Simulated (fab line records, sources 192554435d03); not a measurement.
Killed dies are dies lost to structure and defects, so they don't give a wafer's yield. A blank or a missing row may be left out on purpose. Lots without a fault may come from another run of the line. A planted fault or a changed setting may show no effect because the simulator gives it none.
Chamber matching | flow n5_finfet | N5_BEOL_M5_PECVD_70 on pecvd-01: 3 sister chambers
The step deposits SiO2 from TEOS/O2, target thk 16 nm, time 18 s. 3 wafers are shown with their chamber, then 11 later ones without.

WAFERS WITH THEIR CHAMBER
wafer  | chamber | showerhead_plenum_p_Torr (Torr)
L090.3 | 0       | 8.91
L090.5 | 1       | 8.69
L092.3 | 2       | 8.60

WAFERS WITHOUT THEIR CHAMBER
wafer  | showerhead_plenum_p_Torr (Torr)
L092.4 | 8.68
L092.5 | 8.61
L093.2 | 8.67
L093.4 | 8.59
L093.5 | 8.90
L095.1 | 8.68
L095.4 | 8.61
L095.5 | 8.65
L097.1 | 8.93
L097.2 | 8.67
L097.6 | 8.67

WHICH CHAMBER EACH WENT THROUGH
wafer  | from the rows above     | in truth
L092.4 | 1                       | 1
L092.5 | 2                       | 2
L093.2 | 1                       | 1
L093.4 | 2                       | 2
L093.5 | 0                       | 0
L095.1 | 1                       | 1
L095.4 | 2                       | 2
L095.5 | can't be placed: 1 or 2 | 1
L097.1 | 0                       | 0
L097.2 | 1                       | 1
L097.6 | 1                       | 1
Placed correctly: 10 of 11. Can't be placed from these rows: 1 (the true chamber is among the candidates in 1). Placed wrongly: 0.
How it was worked out, from the rows above alone: a wafer's distance from a chamber is the root of the sum, over the readings, of the square of ((its reading less the chamber's mean) divided by the reading's scatter). The wafer belongs to the nearest chamber; if the next one is less than 2 further off, it can't be placed. A chamber's mean is the mean of its shown wafers. The scatter: with one shown wafer a chamber, the root of the mean of the squares of how far each hidden wafer lies from its nearest shown one.
